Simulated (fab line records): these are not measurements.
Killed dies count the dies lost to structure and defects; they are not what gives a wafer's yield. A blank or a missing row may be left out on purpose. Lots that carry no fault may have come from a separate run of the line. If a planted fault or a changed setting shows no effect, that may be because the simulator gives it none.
fab line records | flow nand_harc
record: lots: 6 wafers: 18 last_day: 24
route steps=1159 shown A_M0@1014 A_M1@1026 END@1159
lots with no fault: from the same line, run without faults
start_h: hours from the record's opening day to when the first of the lot's shown wafers began | wait_h: hours from the lot's prior step to this one | " as in the row above | L1.1+2: one row covering several wafers at once | - either no value or no given start | * or withheld: withheld | < > ~ a bound
route shown NAME@n: NAME is a module with steps in the file, n the number in the route of the first one | usual: mean/standard deviation taken from wafers without a fault | same: alike in all rows | chamber/n: place in a boat | sites: the reading at each site | _std_site: the values' standard deviation | _edge_site: inner sites' mean taken away from outer sites' mean | radius_mm: for every site, how far away it sits from the centre of the wafer | mask NAME#n: copy n | behind: the most recent tool/chamber to have shaped the wafer | hold: reason for holding the lot/hours on hold/outcome of the hold | device: the transistor (n, p or np) that didn't switch | end of line: tests run on the same wafers once the route is complete | a step given without rows: its recipe and nothing more | killed: the dies lost at the first sort to structure and to defects; this is not the yield of the wafer | map: per-die view of a wafer (x killed, . not killed, _ where there is no die)
set.NAME: the setting that was run; set.NAME@STEP: the one run at that earlier step | model.NAME: the simulator's own value behind a step, which no gauge read
lots at some steps of the route; a table a step, a row a wafer
services: the hour from which a tool's chamber was out of use, counted from the record's first day as start_h (under 0 if before that day), plus the number of hours and why
== steps ==
step: NHARC_A_M0_PRE_CLEAN_29
recipe: time_s: 30 temp_c: 280 gas: H2/He
usual: heater_power_w: 420/28
columns lot.wafer tool chamber start_h wait_h heater_power_w
L686.2 pvd_sputter-02 - - - 416
L686.3 " - " " 407
L686.4 " - " " 387
L690.2 pvd_sputter-01 - - - 411
L690.3 " - " " 403
L690.5 " - " " 400
L692.3 pvd_sputter-01 - - - 374
L692.1 " - " " 399
L692.5 " - " " 388
L701.1 pvd_sputter-03 - - - 461
L701.5 " - " " 429
L701.6 " - " " 443
L702.4 pvd_sputter-02 - - - 374
L702.3 " - " " 411
L702.6 " - " " 422
L704.4 pvd_sputter-03 - - - 437
L704.3 " - " " 451
L704.5 " - " " 443
step: NHARC_A_M0_PVD_20
recipe: target_thk_a: 50 bias_v: 168.6 power_w: 15000 chamber_pressure_pa: 0.12 time_s: 8.06 substrate_temp_c: 50 material: TaN
step: NHARC_A_M0_PVD_21
recipe: target_thk_a: 300 chamber_pressure_pa: 5 power_w: 5000 substrate_temp_c: 30 time_s: 20.49 material: Cu
usual: throttle_valve_pct: 30.3/1.1
columns lot.wafer tool chamber start_h wait_h throttle_valve_pct
L686.3 pvd_sputter-02 - - - 31.6
L686.2 " - " " 30.8
L686.4 " - " " 31.5
L690.3 pvd_sputter-01 - - - 30.0
L690.2 " - " " 31.0
L690.5 " - " " 29.9
L692.1 pvd_sputter-01 - - - 29.7
L692.3 " - " " 29.3
L692.5 " - " " 31.1
L701.1 pvd_sputter-03 - - - 30.6
L701.5 " - " " 30.6
L701.6 " - " " 31.1
L702.3 pvd_sputter-02 - - - 30.5
L702.4 " - " " 31.7
L702.6 " - " " 30.6
L704.3 pvd_sputter-03 - - - 27.8
L704.4 " - " " 30.7
L704.5 " - " " 30.9
step: NHARC_A_M0_ECD_22
recipe: target_thk_a: 4000 bath_temp_c: 25 material: Cu
step: NHARC_A_M0_ANNEAL_30
recipe: temp_c: 225 time_s: 90
usual: anneal_temp_c_max: 225.67/0.24 wafer_temp_C_max: 225.8/0.31
columns lot.wafer tool chamber start_h wait_h anneal_temp_c_max wafer_temp_C_max
L686.2 rtp_anneal-01 0 415.59 0.7 225.71 226.0
L686.3 " 0 " " 225.93 226.1
L686.4 " 0 " " 225.99 226.0
L690.2 rtp_anneal-02 0 437.30 - 225.54 225.7
L690.3 " 0 " " 225.72 225.6
L690.5 " 0 " " 225.49 225.8
L692.1 rtp_anneal-01 0 455.09 - 225.85 226.0
L692.3 " 0 " " 225.96 226.0
L692.5 " 0 " " 225.71 225.8
L701.1 rtp_anneal-01 0 516.27 - 226.00 225.9
L701.5 " 0 " " 225.81 226.1
L701.6 " 0 " " 225.51 226.0
L702.3 rtp_anneal-02 0 524.50 - 225.60 225.6
L702.4 " 0 " " 225.59 225.7
L702.6 " 0 " " 225.20 225.5
L704.3 rtp_anneal-02 0 529.96 0.4 225.32 225.4
L704.4 " 0 " " 225.69 225.6
L704.5 " 0 " " 225.92 225.4
step: NHARC_A_M0_CMP_23
recipe: t_overpolish_s: 20 target_thk_nm: 113.75
usual: motor_current_A: 11.7/1.1 retaining_ring_pressure_frac: 1.000/0.0051 time_to_endpoint_s: 28/3.5
columns lot.wafer tool chamber start_h wait_h motor_current_A retaining_ring_pressure_frac time_to_endpoint_s
L686.2 cmp-02 2 415.89 - 9.4 0.998 23
L686.3 " 3 " " 11.0 0.997 25
L686.4 " 0 " " 11.2 0.998 28
L690.2 cmp-04 0 437.63 - 13.8 1.000 27
L690.3 " 2 " " 12.1 0.997 23
L690.5 " 0 " " 13.5 0.996 26
L692.1 cmp-02 0 455.43 - 11.5 0.998 28
L692.3 " 2 " " 10.1 0.999 25
L692.5 " 1 " " 11.3 0.994 24
L701.1 cmp-02 0 516.64 - 11.9 0.998 34
L701.6 " 3 " " 11.8 0.999 31
L701.5 " 0 " " 11.4 1.001 33
L702.3 cmp-01 0 524.80 - 11.4 0.999 32
L702.4 " 1 " " 11.2 0.999 26
L702.6 " 2 " " 12.9 1.000 30
L704.3 cmp-04 0 530.23 - 13.3 0.987 30
L704.4 " 2 " " 12.2 1.001 26
L704.5 " 0 " " 13.8 0.999 30
step: NHARC_A_M0_THK_MEAS_24
recipe: thk_meas_gauge: xrf
usual: thk_nm: 113.4/1.8
columns lot.wafer tool chamber start_h wait_h thk_nm
L686.2 film_metro-01 - 416.20 - 111.4
L686.3 " - " " 112.3
L686.4 " - " " 115.0
L690.2 film_metro-01 - 437.92 - 112.7
L690.3 " - " " 110.3
L690.5 " - " " 114.1
L692.1 film_metro-01 - 455.74 - 115.7
L692.3 " - " " 114.2
L692.5 " - " " 112.7
L701.1 film_metro-01 - 516.92 - 113.5
L701.5 " - " " 113.7
L701.6 " - " " 112.6
L702.3 film_metro-01 - 525.06 - 112.7
L702.4 " - " " 113.6
L702.6 " - " " 113.6
L704.3 film_metro-01 - 530.52 - 116.6
L704.4 " - " " 113.7
L704.5 " - " " 115.8
step: NHARC_A_M0_SRD_25
step: NHARC_A_M0_INSPECT_27
usual: raw_defect_count: 457/140
columns lot.wafer tool chamber start_h wait_h raw_defect_count
L686.2 defect_inspect-02 - 416.36 0.0 491
L686.3 " - " " 619
L686.4 " - " " 537
L690.2 defect_inspect-02 - 438.08 0.0 510
L690.3 " - " " 510
L690.5 " - " " 516
L692.1 defect_inspect-01 - 455.90 0.0 291
L692.3 " - " " 272
L692.5 " - " " 350
L701.1 defect_inspect-01 - 517.08 0.0 713
L701.5 " - " " 650
L701.6 " - " " 561
L702.3 defect_inspect-01 - 525.22 0.0 359
L702.4 " - " " 327
L702.6 " - " " 350
L704.3 defect_inspect-02 - 530.68 0.0 451
L704.4 " - " " 654
L704.5 " - " " 447
step: NHARC_A_M0_PRE_CLEAN_31
recipe: time_s: 12 temp_c: 370 rf_power_w: 300 gas: NH3
step: NHARC_A_M0_DEP_32
recipe: target_thk_a: 300 temp_c: 370 target_thk_nm: 30 pressure_torr: 3 flow_sccm: 200 rf_w: 450 material: SiCN
usual: chamber_pressure_Torr: 3.000/0.0061 heater_power_outer_w: 335/51 heater_power_w: 582/79
columns lot.wafer tool chamber start_h wait_h chamber_pressure_Torr heater_power_outer_w heater_power_w
L686.2 pecvd-03 0 416.55 0.1 2.999 365 610
L686.3 " 1 " " 3.001 310 525
L686.4 " 1 " " 2.994 306 530
L690.3 pecvd-03 0 438.27 0.1 2.999 317 557
L690.2 " 1 " " 2.995 365 605
L690.5 " 2 " " 2.995 337 603
L692.1 pecvd-03 2 456.09 0.1 3.004 266 510
L692.3 " 0 " " 3.009 308 523
L692.5 " 1 " " 2.999 366 607
L701.1 pecvd-01 1 517.27 0.1 2.990 313 570
L701.5 " 2 " " 3.001 239 448
L701.6 " 0 " " 3.005 322 516
L702.3 pecvd-01 1 525.82 0.1 2.995 345 607
L702.6 " 0 " " 3.002 368 550
L702.4 " 1 " " 2.999 338 613
L704.3 pecvd-01 0 530.89 0.1 2.993 310 472
L704.5 " 0 " " 2.999 303 486
L704.4 " 1 " " 3.000 350 600
step: NHARC_A_M1_DEP_00
recipe: target_thk_a: 1825 target_thk_nm: 182.5 temp_c: withheld pressure_torr: 5 flow_sccm: 200 rf_w: 600 material: SiOC
usual: chamber_pressure_Torr: 4.998/0.011 rf_fwd_power_W: 598.8/1.7
columns lot.wafer tool chamber start_h wait_h chamber_pressure_Torr rf_fwd_power_W
L686.2 pecvd-01 1 416.96 - 4.996 599.9
L686.3 " 0 " " 5.003 599.0
L686.4 " 1 " " 5.013 597.9
L690.3 pecvd-03 0 438.66 - - -
L690.2 " 1 " " - -
L690.5 " 0 " " - -
L692.1 pecvd-04 2 456.51 - - -
L692.3 " 0 " " - -
L692.5 " 0 " " - -
L701.1 pecvd-01 1 517.80 - 4.988 596.1
L701.5 " 1 " " 5.018 596.5
L701.6 " 0 " " 4.993 600.1
L702.3 pecvd-04 0 526.28 - 5.004 601.2
L702.4 " 2 " " 4.990 597.3
L702.6 " 0 " " 5.017 599.3
L704.3 pecvd-01 1 531.28 - 4.991 595.7
L704.5 " 1 " " 4.993 595.9
L704.4 " 2 " " 4.983 597.4
step: NHARC_A_M1_DEHYDRATE_01
recipe: temp_c: 150 time_s: 120
step: NHARC_END_SORT_01
recipe: temp_c: 25
usual: defect_limited_yield: 95.3/1.5 killed_at_array: 28/10 killed_at_other: 0.6/1.1 killed_at_periphery: 3.6/2.6 killed_dies: 32/10 killed_open: 3.3/1.8 killed_short: 1.9/1.4 sort_bin_2_pct: 1.5/0.61 sort_bin_3_pct: 0.27/0.2 sort_bin_4_pct: 3.0/1 sort_n_pass: 645/10 sort_rim_yield_pct: 97.3/1.9 sort_yield_pct: 95.3/1.5
same: gross_dies: 677 sort_bin_5_pct[%]: 0 sort_bin_6_pct[%]: 0 sort_bin_7_pct[%]: 0 sort_bin_8_pct[%]: 0 sort_rim_n_gross: 106.00
columns lot.wafer tool chamber start_h wait_h defect_limited_yield[%] killed_at_array killed_at_other killed_at_periphery killed_dies killed_open killed_short sort_bin_2_pct[%] sort_bin_3_pct[%] sort_bin_4_pct[%] sort_n_pass sort_rim_yield_pct[%] sort_yield_pct[%]
L690.2 prober-02 0 478.31 2.8 0 670 2 5 677 2 0 96.2 0 3.8 0 0 0
L690.3 prober-02 0 479.10 3.1 0 670 5 2 677 5 3 95.3 0.59 4.1 0 0 0
L690.5 prober-02 0 480.67 3.6 0 675 0 2 677 3 2 96.5 0.30 3.2 0 0 0
L692.1 prober-01 0 492.53 2.5 0 673 1 3 677 4 2 98.5 0.15 1.3 0 0 0
L692.3 prober-01 0 494.12 3.1 0 674 1 2 677 1 2 98.4 0.30 1.3 0 0 0
L692.5 prober-01 0 495.71 3.7 0 670 3 4 677 5 0 97.3 0.44 2.2 0 0 0
killed by level:class
L690.2 A_M1:area_dep=645 A_SLIT:chamber_film_flake=11 A_STAIRCASE:chamber_film_flake=7 P_GATE:chamber_film_flake=3 A_CHANNEL_HOLE_D1:chamber_film_flake=3 A_WL_FILL:chamber_film_flake=2 THIN_TSV:chamber_film_flake=2 P_M2:geometric_particle:open=1
L690.3 A_M1:area_dep=635 A_SLIT:chamber_film_flake=19 A_STAIRCASE:chamber_film_flake=7 THIN_TSV:chamber_film_flake=3 A_WL_FILL:geometric_particle:open=2 STARTING-WAFER:geometric_particle:short=2 A_WL_FILL:chamber_film_flake=2 A_CONTACT:chamber_film_flake=2
L690.5 A_M1:area_dep=641 A_SLIT:chamber_film_flake=15 A_STAIRCASE:chamber_film_flake=4 A_CONTACT:chamber_film_flake=4 A_CHANNEL_HOLE_D1:chamber_film_flake=3 A_CONTACT:geometric_particle:short=2 A_BONDPAD:chamber_film_flake=2 A_ONON_D1:geometric_particle:open=1
L692.1 A_M1:area_dep=661 A_CHANNEL_HOLE_D1:chamber_film_flake=5 A_WL_FILL:geometric_particle:open=3 A_WL_FILL:geometric_particle:short=2 P_ZERO_WELL:chamber_film_flake=2 P_GATE:geometric_particle:open=1 A_STAIRCASE:chamber_film_flake=1 A_CONTACT:chamber_film_flake=1
L692.3 A_M1:area_dep=660 A_CONTACT:chamber_film_flake=5 P_STI:chamber_film_flake=2 A_CHANNEL_HOLE_D1:chamber_film_flake=2 A_CHANNEL_FILL_D1:chamber_film_flake=2 A_SLIT:geometric_particle:open=1 A_CONTACT:geometric_particle:short=1 STARTING-WAFER:geometric_particle:short=1
L692.5 A_M1:area_dep=651 A_STAIRCASE:chamber_film_flake=4 A_SLIT:chamber_film_flake=4 P_ZERO_WELL:chamber_film_flake=3 A_CHANNEL_HOLE_D1:chamber_film_flake=3 THIN_TSV:chamber_film_flake=3 A_M0:geometric_particle:open=2 A_CONTACT:chamber_film_flake=2
map L690.2 (x killed, . not)
____________x____________
_________xxxxxxx_________
_______xxxxxxxxxxx_______
______xxxxxxxxxxxxx______
_____xxxxxxxxxxxxxxx_____
____xxxxxxxxxxxxxxxxx____
____xxxxxxxxxxxxxxxxx____
___xxxxxxxxxxxxxxxxxxx___
___xxxxxxxxxxxxxxxxxxx___
__xxxxxxxxxxxxxxxxxxxxx__
__xxxxxxxxxxxxxxxxxxxxx__
_xxxxxxxxxxxxxxxxxxxxxxx_
_xxxxxxxxxxxxxxxxxxxxxxx_
_xxxxxxxxxxxxxxxxxxxxxxx_
_xxxxxxxxxxxxxxxxxxxxxxx_
_xxxxxxxxxxxxxxxxxxxxxxx_
xxxxxxxxxxxxxxxxxxxxxxxxx
xxxxxxxxxxxxxxxxxxxxxxxxx
xxxxxxxxxxxxxxxxxxxxxxxxx
xxxxxxxxxxxxxxxxxxxxxxxxx
xxxxxxxxxxxxxxxxxxxxxxxxx
_xxxxxxxxxxxxxxxxxxxxxxx_
_xxxxxxxxxxxxxxxxxxxxxxx_
_xxxxxxxxxxxxxxxxxxxxxxx_
_xxxxxxxxxxxxxxxxxxxxxxx_
_xxxxxxxxxxxxxxxxxxxxxxx_
__xxxxxxxxxxxxxxxxxxxxx__
__xxxxxxxxxxxxxxxxxxxxx__
___xxxxxxxxxxxxxxxxxxx___
___xxxxxxxxxxxxxxxxxxx___
____xxxxxxxxxxxxxxxxx____
____xxxxxxxxxxxxxxxxx____
_____xxxxxxxxxxxxxxx_____
______xxxxxxxxxxxxx______
_______xxxxxxxxxxx_______
_________xxxxxxx_________
____________x____________
map L692.1 (x killed, . not)
____________x____________
_________xxxxxxx_________
_______xxxxxxxxxxx_______
______xxxxxxxxxxxxx______
_____xxxxxxxxxxxxxxx_____
____xxxxxxxxxxxxxxxxx____
____xxxxxxxxxxxxxxxxx____
___xxxxxxxxxxxxxxxxxxx___
___xxxxxxxxxxxxxxxxxxx___
__xxxxxxxxxxxxxxxxxxxxx__
__xxxxxxxxxxxxxxxxxxxxx__
_xxxxxxxxxxxxxxxxxxxxxxx_
_xxxxxxxxxxxxxxxxxxxxxxx_
_xxxxxxxxxxxxxxxxxxxxxxx_
_xxxxxxxxxxxxxxxxxxxxxxx_
_xxxxxxxxxxxxxxxxxxxxxxx_
xxxxxxxxxxxxxxxxxxxxxxxxx
xxxxxxxxxxxxxxxxxxxxxxxxx
xxxxxxxxxxxxxxxxxxxxxxxxx
xxxxxxxxxxxxxxxxxxxxxxxxx
xxxxxxxxxxxxxxxxxxxxxxxxx
_xxxxxxxxxxxxxxxxxxxxxxx_
_xxxxxxxxxxxxxxxxxxxxxxx_
_xxxxxxxxxxxxxxxxxxxxxxx_
_xxxxxxxxxxxxxxxxxxxxxxx_
_xxxxxxxxxxxxxxxxxxxxxxx_
__xxxxxxxxxxxxxxxxxxxxx__
__xxxxxxxxxxxxxxxxxxxxx__
___xxxxxxxxxxxxxxxxxxx___
___xxxxxxxxxxxxxxxxxxx___
____xxxxxxxxxxxxxxxxx____
____xxxxxxxxxxxxxxxxx____
_____xxxxxxxxxxxxxxx_____
______xxxxxxxxxxxxx______
_______xxxxxxxxxxx_______
_________xxxxxxx_________
____________x____________
== services ==
columns tool chamber start_h hours kind
cmp-04 - 391.42 0.4 repair
pvd_sputter-02 - 392.06 10.0 pm
pecvd-04 - 393.66 0.8 repair
cmp-04 - 394.50 0.7 repair
cmp-04 - 399.00 4.0 pm
cmp-01 - 402.80 0.6 repair
cmp-04 - 405.77 2.6 repair
cmp-01 - 414.53 0.4 repair
pecvd-01 - 418.21 13.0 pm
pecvd-03 0 420.83 2.2 repair
cmp-02 - 425.89 4.0 pm
cmp-02 - 432.81 3.2 repair
cmp-01 - 439.44 1.6 repair
pvd_sputter-03 - 458.02 10.0 pm
cmp-04 - 470.74 2.4 repair
cmp-02 - 472.24 2.0 repair
pecvd-03 - 473.12 13.0 pm
cmp-04 - 485.96 0.8 repair
cmp-04 - 497.00 4.0 pm
pvd_sputter-01 - 514.00 10.0 pm
cmp-02 - 514.31 0.8 repair
cmp-02 - 523.89 4.0 pm
pecvd-04 - 529.94 0.9 repair
pvd_sputter-01 - 530.50 4.3 repair
== key ==
first_sign: step: NHARC_A_M1_DEP_00 reading: tool_record direction: missing
effect: step: NHARC_END_SORT_01 reading: sort_bin_2_pct direction: up sigmas: 99+ usual: 1.5 struck: 97.0
more_kills_born_at: NHARC_A_M1_DEP_00@pecvd-04: 1972 NHARC_A_M1_DEP_00@pecvd-03: 1921
met_at NHARC_A_M1_DEP_00
struck_wafers L690.2,L690.3,L690.5,L692.1,L692.3,L692.5
later_rows_left_out L690.2,L690.3,L690.5,L692.1,L692.3,L692.5
fault: kind: skipped_step_whole tool: pecvd-03,pecvd-04 chamber: - onset_h: 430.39 steps: NHARC_A_M1_DEP_00 scope: struck_lots_only
later_rows_left_out: the simulator's readings of these wafers behind a module that went badly wrong aren't trusted and aren't shown, but for the sort
